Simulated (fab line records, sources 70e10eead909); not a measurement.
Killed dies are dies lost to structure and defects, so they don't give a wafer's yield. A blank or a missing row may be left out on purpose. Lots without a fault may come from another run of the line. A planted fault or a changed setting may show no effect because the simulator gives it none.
A struck lot beside a sound one | flow nand_harc | 15 steps out of a route of 1302
Sound: wafers L804.2, L804.3, L804.4. Struck: wafers L815.1, L815.6. (L815.2 of the same lot was not struck and is left out.) The cause comes at the end.
At each step with rows: each side's tool, then ch and its chambers, then its first start. Under that, the readings that differ: sound wafers | struck wafers | difference of the means | sigmas: that difference in standard deviations of wafers without a fault.
alike: readings whose means differ by less than 2 such deviations, and words and numbers that are the same on both sides. not compared: withheld readings, readings that some wafer has no value for, bounds like >300 that may hide the same value, and numbers for which the record gives no deviation and whose values overlap.
The two part at a step that has a row with sigmas, a row that says differs or no value, or rows on one side only. Numbers that don't overlap but have no deviation are shown without sigmas and don't part them. A reading that every wafer of one side lacks parts them only if that side has two wafers or more.

first, 1 step without rows for these wafers: NHARC_A_ONON_D1_DEP_00 (target thk 1000 nm).
NHARC_A_ONON_D1_THK_MEAS_02: measures by ellipsometry.
  sound on film_metro-02, day 7 17:01; struck on film_metro-02, day 12 15:26
  alike: thk_nm
then, 1 step without rows for these wafers: NHARC_A_ONON_D1_DEP_03 (target thk 1000 nm).
NHARC_A_ONON_D1_THK_MEAS_05: measures by ellipsometry.
  sound on film_metro-02, day 7 17:36; struck on film_metro-02, day 12 15:59
  reading     | sound          | struck  | difference | sigmas
  thk_nm (nm) | 1023 1020 1020 | 998 998 | -23        | -3
then, 1 step without rows for these wafers: NHARC_A_ONON_D1_DEP_06 (target thk 1000 nm).
NHARC_A_ONON_D1_THK_MEAS_08: measures by ellipsometry.
  sound on film_metro-01, day 7 18:10; struck on film_metro-01, day 12 16:34
  alike: thk_nm
then, 1 step without rows for these wafers: NHARC_A_ONON_D1_DEP_09 (target thk 1000 nm).
NHARC_A_ONON_D1_THK_MEAS_11: measures by ellipsometry.
  sound on film_metro-02, day 7 18:46; struck on film_metro-01, day 12 17:08
  reading     | sound       | struck    | difference | sigmas
  thk_nm (nm) | 986 985 985 | 1016 1017 | +31        | +3
then, 1 step without rows for these wafers: NHARC_A_ONON_D1_DEP_12 (target thk 1000 nm).
NHARC_A_ONON_D1_THK_MEAS_14: measures by ellipsometry.
  sound on film_metro-02, day 7 19:20; struck on film_metro-02, day 12 17:43
  alike: thk_nm
then, 1 step without rows for these wafers: NHARC_A_ONON_D1_ANNEAL_15 (time 3600 s).
NHARC_A_ONON_D1_DEP_16: target thk 1000 nm.
  sound on pecvd_onon-01 ch 0, day 8 07:35; struck on pecvd_onon-02 ch 0, day 13 01:13
NHARC_A_ONON_D1_THK_MEAS_18: measures by ellipsometry.
  sound on film_metro-02, day 8 08:02; struck on film_metro-01, day 13 01:44
  reading     | sound       | struck    | difference | sigmas
  thk_nm (nm) | 993 996 995 | 1550 1552 | +556       | +70
then, 1 step without rows for these wafers: NHARC_A_ONON_D1_DEP_19 (target thk 1000 nm).
-- the record jumps here: 16 days lie between the struck wafers' starts before and after (it left off in module A_ONON_D1 and takes up again in module END, whose first step shown is number 1302 of the route) --
NHARC_END_SORT_01:
  the record has rows for the struck wafers here (prober-02 ch 0, day 29 10:29) and none for the sound ones

WHERE THEY PART
First at NHARC_A_ONON_D1_THK_MEAS_05; last, within this record, at NHARC_END_SORT_01.

WHY: what the simulator had put in
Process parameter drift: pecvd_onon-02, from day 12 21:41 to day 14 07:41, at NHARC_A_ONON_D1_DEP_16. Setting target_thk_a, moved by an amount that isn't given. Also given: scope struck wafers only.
